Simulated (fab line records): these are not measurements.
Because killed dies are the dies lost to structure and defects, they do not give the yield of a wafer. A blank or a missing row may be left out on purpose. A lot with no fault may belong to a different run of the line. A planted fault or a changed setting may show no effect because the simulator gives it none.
Which of the tools did it? / flow n5Finfet / 9 lots, 27 wafers sampled, at 6 steps of a route of 1938

WHAT EACH GAUGE READ, for each wafer
N5_BEOL_M4_RC_MEAS_101.
lot=L289; measured=day 8 12:06; on=prober-02; DIBL_N (mV/V)=38.5 37.1 36.7; DIBL_P (mV/V)=37.3 34.6 34.6; IOFF_N (nA/um)=0.18 0.14 0.14; IOFF_P (nA/um)=0.21 0.17 0.15; ION_N (uA/um)=693 685 668; ION_P (uA/um)=464 461 447; SS_N (mV/dec)=71.5 71.3 71.4; SS_P (mV/dec)=73.9 73.2 73.4; VT_N (mV)=246 253 253; VT_P (mV)=-248 -254 -254
lot=L290; measured=day 8 08:55; on=prober-02; DIBL_N (mV/V)=34.6 34.0 37.1; DIBL_P (mV/V)=34.5 33.7 37.9; IOFF_N (nA/um)=0.14 0.13 0.18; IOFF_P (nA/um)=0.19 0.17 0.23; ION_N (uA/um)=669 667 689; ION_P (uA/um)=462 460 467; SS_N (mV/dec)=71.7 71.6 71.5; SS_P (mV/dec)=72.8 72.1 73.1; VT_N (mV)=252 253 246; VT_P (mV)=-248 -253 -247
lot=L292; measured=day 8 23:29; on=prober-01; DIBL_N (mV/V)=35.5 36.5 34.6; DIBL_P (mV/V)=36.7 37.4 35.5; IOFF_N (nA/um)=0.17 0.20 0.16; IOFF_P (nA/um)=0.22 0.23 0.19; ION_N (uA/um)=701 691 686; ION_P (uA/um)=472 463 464; SS_N (mV/dec)=71.6 71.4 71.5; SS_P (mV/dec)=73.9 73.5 73.5; VT_N (mV)=246 246 250; VT_P (mV)=-246 -246 -251
lot=L303; measured=day 11 16:40; on=prober-01; DIBL_N (mV/V)=34.4 36.8 37.4; DIBL_P (mV/V)=34.9 37.8 38.2; IOFF_N (nA/um)=0.12 0.15 0.16; IOFF_P (nA/um)=0.16 0.20 0.20; ION_N (uA/um)=665 668 682; ION_P (uA/um)=453 456 465; SS_N (mV/dec)=69.9 71.1 71.3; SS_P (mV/dec)=72.7 73.4 73.6; VT_N (mV)=255 254 253; VT_P (mV)=-258 -252 -254
lot=L305; measured=day 12 04:37; on=prober-01; DIBL_N (mV/V)=34.6 35.9 36.6; DIBL_P (mV/V)=35.4 36.7 36.7; IOFF_N (nA/um)=0.13 0.16 0.17; IOFF_P (nA/um)=0.18 0.20 0.19; ION_N (uA/um)=671 684 684; ION_P (uA/um)=468 471 466; SS_N (mV/dec)=69.9 71.1 71.0; SS_P (mV/dec)=72.8 73.8 73.2; VT_N (mV)=252 251 253; VT_P (mV)=-253 -252 -252
lot=L307; measured=day 12 14:55; on=prober-02; DIBL_N (mV/V)=34.0 37.2 35.8; DIBL_P (mV/V)=33.9 36.5 35.5; IOFF_N (nA/um)=0.12 0.16 0.14; IOFF_P (nA/um)=0.15 0.19 0.18; ION_N (uA/um)=664 674 676; ION_P (uA/um)=457 458 464; SS_N (mV/dec)=71.4 71.8 70.8; SS_P (mV/dec)=72.0 72.7 72.2; VT_N (mV)=256 250 252; VT_P (mV)=-253 -252 -255
lot=L309; measured=day 13 14:23; on=prober-01; DIBL_N (mV/V)=36.7 35.4 35.4; DIBL_P (mV/V)=38.0 35.9 36.5; IOFF_N (nA/um)=0.19 0.17 0.18; IOFF_P (nA/um)=0.23 0.19 0.19; ION_N (uA/um)=681 684 690; ION_P (uA/um)=460 460 466; SS_N (mV/dec)=71.7 71.5 71.6; SS_P (mV/dec)=73.4 73.1 73.5; VT_N (mV)=245 246 248; VT_P (mV)=-249 -253 -254
lot=L311; measured=day 13 18:07; on=prober-01; DIBL_N (mV/V)=38.1 36.0 34.3; DIBL_P (mV/V)=38.2 34.8 33.1; IOFF_N (nA/um)=0.17 0.14 0.12; IOFF_P (nA/um)=0.26 0.20 0.18; ION_N (uA/um)=678 674 669; ION_P (uA/um)=476 470 466; SS_N (mV/dec)=71.5 71.9 70.5; SS_P (mV/dec)=74.7 72.7 72.2; VT_N (mV)=251 252 254; VT_P (mV)=-248 -250 -251
lot=L312; measured=day 13 21:46; on=prober-01; DIBL_N (mV/V)=36.0 34.6 38.6; DIBL_P (mV/V)=36.2 33.8 39.1; IOFF_N (nA/um)=0.16 0.12 0.21; IOFF_P (nA/um)=0.23 0.19 0.28; ION_N (uA/um)=678 665 692; ION_P (uA/um)=470 464 469; SS_N (mV/dec)=71.7 71.1 72.3; SS_P (mV/dec)=72.8 72.1 74.4; VT_N (mV)=248 252 247; VT_P (mV)=-249 -251 -247

WHICH TOOL RAN EACH LOT (tool, then ch and the chambers of the sampled wafers, then the start)
lot=L289; N5_BEOL_M0_DEGAS_112=pvdSputter-01, day 5 17:57; N5_BEOL_M0_PRE_CLEAN_131=cvdCo-01 ch 0,1,2, day 5 21:32; N5_BEOL_M0_CO_CAP_123=cvdCo-01 ch 0,1,2, day 5 21:34; N5_BEOL_M1_PECVD_72=pecvd-04 ch 0,2, day 5 21:55; N5_BEOL_M1_CMP_52=cmp-04 ch 0,2, day 6 15:31
lot=L290; N5_BEOL_M0_DEGAS_112=pvdSputter-02, day 6 05:38; N5_BEOL_M0_PRE_CLEAN_131=cvdCo-01 ch 0,1,2, day 6 08:54; N5_BEOL_M0_CO_CAP_123=cvdCo-01 ch 0,1,2, day 6 08:56; N5_BEOL_M1_PECVD_72=pecvd-03 ch 0,1,2, day 6 09:17; N5_BEOL_M1_CMP_52=cmp-02 ch 0,2,3, day 6 16:29
lot=L292; N5_BEOL_M0_DEGAS_112=pvdSputter-03, day 6 17:41; N5_BEOL_M0_PRE_CLEAN_131=cvdCo-01 ch 0,2, day 6 19:38; N5_BEOL_M0_CO_CAP_123=cvdCo-01 ch 0,2, day 6 19:41; N5_BEOL_M1_PECVD_72=pecvd-04 ch 1,2, day 6 20:02; N5_BEOL_M1_CMP_52=cmp-04 ch 0,1,3, day 7 04:50
lot=L303; N5_BEOL_M0_DEGAS_112=pvdSputter-02, day 9 10:02; N5_BEOL_M0_PRE_CLEAN_131=cvdCo-01 ch 1,2, day 9 11:58; N5_BEOL_M0_CO_CAP_123=cvdCo-01 ch 1,2, day 9 12:00; N5_BEOL_M1_PECVD_72=pecvd-04 ch 0,1, day 9 12:23; N5_BEOL_M1_CMP_52=cmp-01 ch 2,3, day 9 20:01
lot=L305; N5_BEOL_M0_DEGAS_112=pvdSputter-02, day 9 17:39; N5_BEOL_M0_PRE_CLEAN_131=cvdCo-01 ch 0,1,2, day 9 19:30; N5_BEOL_M0_CO_CAP_123=cvdCo-01 ch 0,1,2, day 9 19:32; N5_BEOL_M1_PECVD_72=pecvd-04 ch 0,1, day 9 19:55; N5_BEOL_M1_CMP_52=cmp-01 ch 0,2,3, day 10 05:44
lot=L307; N5_BEOL_M0_DEGAS_112=pvdSputter-01, day 10 06:32; N5_BEOL_M0_PRE_CLEAN_131=cvdCo-01 ch 0,1,2, day 10 10:03; N5_BEOL_M0_CO_CAP_123=cvdCo-01 ch 0,1,2, day 10 10:05; N5_BEOL_M1_PECVD_72=pecvd-03 ch 0,1,2, day 10 10:28; N5_BEOL_M1_CMP_52=cmp-02 ch 0,1,2, day 10 23:41
lot=L309; N5_BEOL_M0_DEGAS_112=pvdSputter-03, day 11 02:14; N5_BEOL_M0_PRE_CLEAN_131=cvdCo-01 ch 0,1, day 11 04:00; N5_BEOL_M0_CO_CAP_123=cvdCo-01 ch 0,1, day 11 04:02; N5_BEOL_M1_PECVD_72=pecvd-01 ch 0,1,2, day 11 04:23; N5_BEOL_M1_CMP_52=cmp-02 ch 0,2, day 11 13:14
lot=L311; N5_BEOL_M0_DEGAS_112=pvdSputter-02, day 11 12:34; N5_BEOL_M0_PRE_CLEAN_131=cvdCo-01 ch 0,1, day 11 14:15; N5_BEOL_M0_CO_CAP_123=cvdCo-01 ch 0,1, day 11 14:17; N5_BEOL_M1_PECVD_72=pecvd-01 ch 0,1,2, day 11 14:40; N5_BEOL_M1_CMP_52=cmp-04 ch 0,1,3, day 12 00:35
lot=L312; N5_BEOL_M0_DEGAS_112=pvdSputter-01, day 11 15:38; N5_BEOL_M0_PRE_CLEAN_131=cvdCo-01 ch 1,2, day 11 20:10; N5_BEOL_M0_CO_CAP_123=cvdCo-01 ch 1,2, day 11 20:12; N5_BEOL_M1_PECVD_72=pecvd-03 ch 0,1,2, day 11 20:33; N5_BEOL_M1_CMP_52=cmp-04 ch 0,2,3, day 12 06:54
- N5_BEOL_M0_DEGAS_112: time 60 s.
- N5_BEOL_M0_PRE_CLEAN_131: time 15 s.
- N5_BEOL_M0_CO_CAP_123: material Co, precursor CCTBA/H2, target thk 2 nm, time 102.1 s.
- N5_BEOL_M1_PECVD_72: deposits SiO2 from TEOS/O2, target thk 16 nm, time 18 s.
- N5_BEOL_M1_CMP_52: polishes, stops on SiOC, t overpolish 6.8 s, target thk 40 nm.

AS READ BY THE TOOLS THEMSELVES (means over the sampled wafers that have a number; for cases with no such wafer, the mark the record gives instead)
N5_BEOL_M0_DEGAS_112.
lot=L289; tool=pvdSputter-01; heaterPowerW (W)=347
lot=L290; tool=pvdSputter-02; heaterPowerW (W)=367
lot=L292; tool=pvdSputter-03; heaterPowerW (W)=304
lot=L303; tool=pvdSputter-02; heaterPowerW (W)=385
lot=L305; tool=pvdSputter-02; heaterPowerW (W)=362
lot=L307; tool=pvdSputter-01; heaterPowerW (W)=332
lot=L309; tool=pvdSputter-03; heaterPowerW (W)=345
lot=L311; tool=pvdSputter-02; heaterPowerW (W)=349
lot=L312; tool=pvdSputter-01; heaterPowerW (W)=321

N5_BEOL_M0_PRE_CLEAN_131.
lot=L289; tool=cvdCo-01; heaterPowerW (W)=83
lot=L290; tool=cvdCo-01; heaterPowerW (W)=81
lot=L292; tool=cvdCo-01; heaterPowerW (W)=85
lot=L303; tool=cvdCo-01; heaterPowerW (W)=91
lot=L305; tool=cvdCo-01; heaterPowerW (W)=83
lot=L307; tool=cvdCo-01; heaterPowerW (W)=81
lot=L309; tool=cvdCo-01; heaterPowerW (W)=74
lot=L311; tool=cvdCo-01; heaterPowerW (W)=75
lot=L312; tool=cvdCo-01; heaterPowerW (W)=90

N5_BEOL_M0_CO_CAP_123.
lot=L289; tool=cvdCo-01; heaterPowerW (W)=227
lot=L290; tool=cvdCo-01; heaterPowerW (W)=235
lot=L292; tool=cvdCo-01; heaterPowerW (W)=237
lot=L303; tool=cvdCo-01; heaterPowerW (W)=242
lot=L305; tool=cvdCo-01; heaterPowerW (W)=237
lot=L307; tool=cvdCo-01; heaterPowerW (W)=235
lot=L309; tool=cvdCo-01; heaterPowerW (W)=222
lot=L311; tool=cvdCo-01; heaterPowerW (W)=227
lot=L312; tool=cvdCo-01; heaterPowerW (W)=242

N5_BEOL_M1_PECVD_72.
lot=L289; tool=pecvd-04; heaterPowerW (W)=805; showerheadPlenumPTorr (Torr)=8.77; susceptorTempC (C)=399.97; throttleValvePct (%)=21.8
lot=L290; tool=pecvd-03; heaterPowerW (W)=732; showerheadPlenumPTorr (Torr)=8.79; susceptorTempC (C)=400.22; throttleValvePct (%)=22.0
lot=L292; tool=pecvd-04; heaterPowerW (W)=781; showerheadPlenumPTorr (Torr)=8.78; susceptorTempC (C)=400.06; throttleValvePct (%)=21.6
lot=L303; tool=pecvd-04; heaterPowerW (W)=475; showerheadPlenumPTorr (Torr)=8.80; susceptorTempC (C)=350.97; throttleValvePct (%)=21.8
lot=L305; tool=pecvd-04; heaterPowerW (W)=554; showerheadPlenumPTorr (Torr)=8.82; susceptorTempC (C)=350.90; throttleValvePct (%)=21.7
lot=L307; tool=pecvd-03; heaterPowerW (W)=696; showerheadPlenumPTorr (Torr)=8.81; susceptorTempC (C)=399.99; throttleValvePct (%)=22.0
lot=L309; tool=pecvd-01; heaterPowerW (W)=698; showerheadPlenumPTorr (Torr)=8.77; susceptorTempC (C)=399.95; throttleValvePct (%)=22.3
lot=L311; tool=pecvd-01; heaterPowerW (W)=721; showerheadPlenumPTorr (Torr)=8.78; susceptorTempC (C)=400.01; throttleValvePct (%)=22.3
lot=L312; tool=pecvd-03; heaterPowerW (W)=706; showerheadPlenumPTorr (Torr)=8.79; susceptorTempC (C)=400.12; throttleValvePct (%)=21.9

N5_BEOL_M1_CMP_52.
lot=L289; tool=cmp-04; barrierFieldEndpointS (s)=24.0; motorCurrentA (A)=6.1; retainingRingPressureFrac=1.001
lot=L290; tool=cmp-02; barrierFieldEndpointS (s)=23.7; motorCurrentA (A)=6.1; retainingRingPressureFrac=0.996
lot=L292; tool=cmp-04; barrierFieldEndpointS (s)=24.2; motorCurrentA (A)=6.1; retainingRingPressureFrac=1.000
lot=L303; tool=cmp-01; barrierFieldEndpointS (s)=30.7; motorCurrentA (A)=5.9; retainingRingPressureFrac=1.001
lot=L305; tool=cmp-01; barrierFieldEndpointS (s)=30.3; motorCurrentA (A)=6.4; retainingRingPressureFrac=1.003
lot=L307; tool=cmp-02; barrierFieldEndpointS (s)=24.6; motorCurrentA (A)=6.8; retainingRingPressureFrac=1.002
lot=L309; tool=cmp-02; barrierFieldEndpointS (s)=24.5; motorCurrentA (A)=6.9; retainingRingPressureFrac=0.992
lot=L311; tool=cmp-04; barrierFieldEndpointS (s)=24.7; motorCurrentA (A)=6.0; retainingRingPressureFrac=1.004
lot=L312; tool=cmp-04; barrierFieldEndpointS (s)=24.7; motorCurrentA (A)=6.0; retainingRingPressureFrac=0.995

THE ANSWER, worked out from the rows above alone
Rule: the usual values come from the lots themselves. Put in order of their means at a reading, lots are off if they are a third of the lots or fewer, leave a main group of 4 or more, and stand apart from it by a gap of 3 or more times the standard deviation of the main group's means; of several such gaps the widest counts. If all means in a main group match to the digits the tables above print for the reading, that group is not used. Also off: a lot with no number at a reading for which 4 or more lots have one. The other lots that the step has rows for count as sound. After the gauges, taken in route order, come the tools' own readings; for these a lot's mean is taken, as printed above. At the first step where some lot is off, the reading lying furthest off is the one used; lots without a number count as furthest.
Off: at N5_BEOL_M4_RC_MEAS_101 (SS_N), L303, L305. The main group: mean 71.5 mV/dec, standard deviation 0.14.
A tool fits if, at a process step before that reading, it ran every lot that is off, and no sound lot after the first of them. The gauges at N5_BEOL_M4_RC_MEAS_101 aren't tried: what is off there is off at N5_BEOL_M1_PECVD_72 too, on other tools, and a gauge's error can't cause that. 2 tools fit, pecvd-04 at N5_BEOL_M1_PECVD_72 and cmp-01 at N5_BEOL_M1_CMP_52, so this cannot tell which one it is.

WHAT HAD BEEN PUT IN BY THE SIMULATOR
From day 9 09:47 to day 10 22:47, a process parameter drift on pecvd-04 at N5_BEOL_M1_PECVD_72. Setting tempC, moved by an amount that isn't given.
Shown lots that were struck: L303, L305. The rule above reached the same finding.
